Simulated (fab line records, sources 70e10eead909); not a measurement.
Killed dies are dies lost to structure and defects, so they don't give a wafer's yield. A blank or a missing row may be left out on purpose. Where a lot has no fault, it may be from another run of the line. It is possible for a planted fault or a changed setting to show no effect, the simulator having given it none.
Which tool was responsible? || flow nandHarc || Sampling: 12 lots, 36 wafers, 3 of 1302 route steps

== WHAT THE GAUGES READ, wafer by wafer ==
NHARC_P_GATE_INSPECT_68. Usual: rawDefectCount 209, standard deviation 82.
{"lot": "L249", "measured": "day 6 05:14", "on": "defectInspect-01", "rawDefectCount": "198 220 326", "flag": ""}
{"lot": "L250", "measured": "day 6 07:36", "on": "defectInspect-02", "rawDefectCount": "162 258 219", "flag": ""}
{"lot": "L251", "measured": "day 6 15:17", "on": "defectInspect-02", "rawDefectCount": "418 289 232", "flag": ""}
{"lot": "L253", "measured": "day 7 09:40", "on": "defectInspect-01", "rawDefectCount": "158 146 269", "flag": ""}
{"lot": "L258", "measured": "day 9 16:58", "on": "defectInspect-02", "rawDefectCount": "298 147 213", "flag": ""}
{"lot": "L260", "measured": "day 10 10:21", "on": "defectInspect-01", "rawDefectCount": "265 154 162", "flag": ""}
{"lot": "L265", "measured": "day 12 16:20", "on": "defectInspect-02", "rawDefectCount": "314 190 132", "flag": ""}
{"lot": "L266", "measured": "day 12 20:34", "on": "defectInspect-01", "rawDefectCount": "168 223 208", "flag": ""}
{"lot": "L267", "measured": "day 13 07:41", "on": "defectInspect-02", "rawDefectCount": "188 127 117", "flag": ""}
{"lot": "L268", "measured": "day 13 17:56", "on": "defectInspect-01", "rawDefectCount": "318 280 295", "flag": ""}
{"lot": "L271", "measured": "day 14 21:43", "on": "defectInspect-02", "rawDefectCount": "185 122 92", "flag": ""}
{"lot": "L272", "measured": "day 15 11:01", "on": "defectInspect-02", "rawDefectCount": "170 193 239", "flag": ""}

== WHAT TOOL EACH LOT RAN ON (gives the tool, then ch and the chambers of the sampled wafers, and finally the start) ==
{"lot": "L249", "NHARC_P_GATE_STRIP_76": "plasmaAsher-01 ch 0,1, day 6 01:14", "NHARC_P_GATE_STRIP_113": "plasmaAsher-01 ch 0,1, day 6 02:53"}
{"lot": "L250", "NHARC_P_GATE_STRIP_76": "plasmaAsher-02 ch 0,1, day 6 03:40", "NHARC_P_GATE_STRIP_113": "plasmaAsher-01 ch 0,1, day 6 05:02"}
{"lot": "L251", "NHARC_P_GATE_STRIP_76": "plasmaAsher-02 ch 0,1, day 6 11:18", "NHARC_P_GATE_STRIP_113": "plasmaAsher-02 ch 0,1, day 6 12:44"}
{"lot": "L253", "NHARC_P_GATE_STRIP_76": "plasmaAsher-01 ch 0,1, day 7 05:43", "NHARC_P_GATE_STRIP_113": "plasmaAsher-02 ch 0,1, day 7 07:22"}
{"lot": "L258", "NHARC_P_GATE_STRIP_76": "plasmaAsher-02 ch 0,1, day 9 12:53", "NHARC_P_GATE_STRIP_113": "plasmaAsher-02 ch 0,1, day 9 14:20"}
{"lot": "L260", "NHARC_P_GATE_STRIP_76": "plasmaAsher-02 ch 0,1, day 10 06:21", "NHARC_P_GATE_STRIP_113": "plasmaAsher-01 ch 0,1, day 10 07:47"}
{"lot": "L265", "NHARC_P_GATE_STRIP_76": "plasmaAsher-02 ch 0,1, day 12 12:27", "NHARC_P_GATE_STRIP_113": "plasmaAsher-02 ch 0,1, day 12 13:49"}
{"lot": "L266", "NHARC_P_GATE_STRIP_76": "plasmaAsher-02 ch 0,1, day 12 16:33", "NHARC_P_GATE_STRIP_113": "plasmaAsher-01 ch 0,1, day 12 17:59"}
{"lot": "L267", "NHARC_P_GATE_STRIP_76": "plasmaAsher-02 ch 0,1, day 13 03:41", "NHARC_P_GATE_STRIP_113": "plasmaAsher-01 ch 0,1, day 13 05:14"}
{"lot": "L268", "NHARC_P_GATE_STRIP_76": "plasmaAsher-01 ch 0,1, day 13 13:57", "NHARC_P_GATE_STRIP_113": "plasmaAsher-01 ch 0,1, day 13 15:31"}
{"lot": "L271", "NHARC_P_GATE_STRIP_76": "plasmaAsher-01 ch 0,1, day 14 17:42", "NHARC_P_GATE_STRIP_113": "plasmaAsher-02 ch 0,1, day 14 19:11"}
{"lot": "L272", "NHARC_P_GATE_STRIP_76": "plasmaAsher-02 ch 0,1, day 15 06:59", "NHARC_P_GATE_STRIP_113": "plasmaAsher-02 ch 0,1, day 15 08:29"}
- NHARC_P_GATE_STRIP_76: strips in O2.
- NHARC_P_GATE_STRIP_113: strips in N2/H2, time 740 s.

== AS READ BY THE TOOLS THEMSELVES (means over the sampled wafers that have a number; for cases with no such wafer, the mark the record gives instead) ==
NHARC_P_GATE_STRIP_76. Usual: drypumpMotorCurrentA 5.8 A, standard deviation 0.53; heaterPowerW 349 W, standard deviation 24.
{"lot": "L249", "tool": "plasmaAsher-01", "drypumpMotorCurrentA (A)": 5.1, "heaterPowerW (W)": 320, "flag": ""}
{"lot": "L250", "tool": "plasmaAsher-02", "drypumpMotorCurrentA (A)": 6.3, "heaterPowerW (W)": 366, "flag": ""}
{"lot": "L251", "tool": "plasmaAsher-02", "drypumpMotorCurrentA (A)": 6.3, "heaterPowerW (W)": 362, "flag": ""}
{"lot": "L253", "tool": "plasmaAsher-01", "drypumpMotorCurrentA (A)": 5.1, "heaterPowerW (W)": 319, "flag": ""}
{"lot": "L258", "tool": "plasmaAsher-02", "drypumpMotorCurrentA (A)": 6.3, "heaterPowerW (W)": 366, "flag": ""}
{"lot": "L260", "tool": "plasmaAsher-02", "drypumpMotorCurrentA (A)": 6.1, "heaterPowerW (W)": 368, "flag": ""}
{"lot": "L265", "tool": "plasmaAsher-02", "drypumpMotorCurrentA (A)": 6.0, "heaterPowerW (W)": 366, "flag": ""}
{"lot": "L266", "tool": "plasmaAsher-02", "drypumpMotorCurrentA (A)": 6.3, "heaterPowerW (W)": 363, "flag": ""}
{"lot": "L267", "tool": "plasmaAsher-02", "drypumpMotorCurrentA (A)": 6.0, "heaterPowerW (W)": 362, "flag": ""}
{"lot": "L268", "tool": "plasmaAsher-01", "drypumpMotorCurrentA (A)": 5.3, "heaterPowerW (W)": 318, "flag": ""}
{"lot": "L271", "tool": "plasmaAsher-01", "drypumpMotorCurrentA (A)": 5.3, "heaterPowerW (W)": 317, "flag": ""}
{"lot": "L272", "tool": "plasmaAsher-02", "drypumpMotorCurrentA (A)": 6.0, "heaterPowerW (W)": 362, "flag": ""}

NHARC_P_GATE_STRIP_113. Usual: drypumpMotorCurrentA 5.7 A, standard deviation 0.55; heaterPowerW 92 W, standard deviation 6.8.
{"lot": "L249", "tool": "plasmaAsher-01", "drypumpMotorCurrentA (A)": 5.2, "heaterPowerW (W)": 86, "flag": ""}
{"lot": "L250", "tool": "plasmaAsher-01", "drypumpMotorCurrentA (A)": 5.1, "heaterPowerW (W)": 85, "flag": ""}
{"lot": "L251", "tool": "plasmaAsher-02", "drypumpMotorCurrentA (A)": 6.3, "heaterPowerW (W)": 96, "flag": ""}
{"lot": "L253", "tool": "plasmaAsher-02", "drypumpMotorCurrentA (A)": 6.3, "heaterPowerW (W)": 99, "flag": ""}
{"lot": "L258", "tool": "plasmaAsher-02", "drypumpMotorCurrentA (A)": 6.3, "heaterPowerW (W)": 97, "flag": ""}
{"lot": "L260", "tool": "plasmaAsher-01", "drypumpMotorCurrentA (A)": 5.3, "heaterPowerW (W)": 85, "flag": ""}
{"lot": "L265", "tool": "plasmaAsher-02", "drypumpMotorCurrentA (A)": 6.0, "heaterPowerW (W)": 97, "flag": ""}
{"lot": "L266", "tool": "plasmaAsher-01", "drypumpMotorCurrentA (A)": 5.1, "heaterPowerW (W)": 87, "flag": ""}
{"lot": "L267", "tool": "plasmaAsher-01", "drypumpMotorCurrentA (A)": 5.1, "heaterPowerW (W)": 87, "flag": ""}
{"lot": "L268", "tool": "plasmaAsher-01", "drypumpMotorCurrentA (A)": 5.1, "heaterPowerW (W)": 87, "flag": ""}
{"lot": "L271", "tool": "plasmaAsher-02", "drypumpMotorCurrentA (A)": 6.0, "heaterPowerW (W)": 98, "flag": ""}
{"lot": "L272", "tool": "plasmaAsher-02", "drypumpMotorCurrentA (A)": 6.0, "heaterPowerW (W)": 97, "flag": ""}

== THE ANSWER, worked out from the rows above alone ==
Rule: take the mean of a lot's wafers that have a number; if it is more than 3 standard deviations from the usual mean, the lot is off. A lot without any number at a reading at which 4 lots or more have one is off too. The other lots that the step has rows for count as sound. The gauges are gone through in route order, then the tools' own readings, and for those a lot's mean is taken as printed above. At the first step where some lot is off, the reading lying furthest off is the one used; lots without a number count as furthest.
No lot is off on any of the readings shown, so nothing can be concluded from this.

== WHAT WAS PUT IN BY THE SIMULATOR ==
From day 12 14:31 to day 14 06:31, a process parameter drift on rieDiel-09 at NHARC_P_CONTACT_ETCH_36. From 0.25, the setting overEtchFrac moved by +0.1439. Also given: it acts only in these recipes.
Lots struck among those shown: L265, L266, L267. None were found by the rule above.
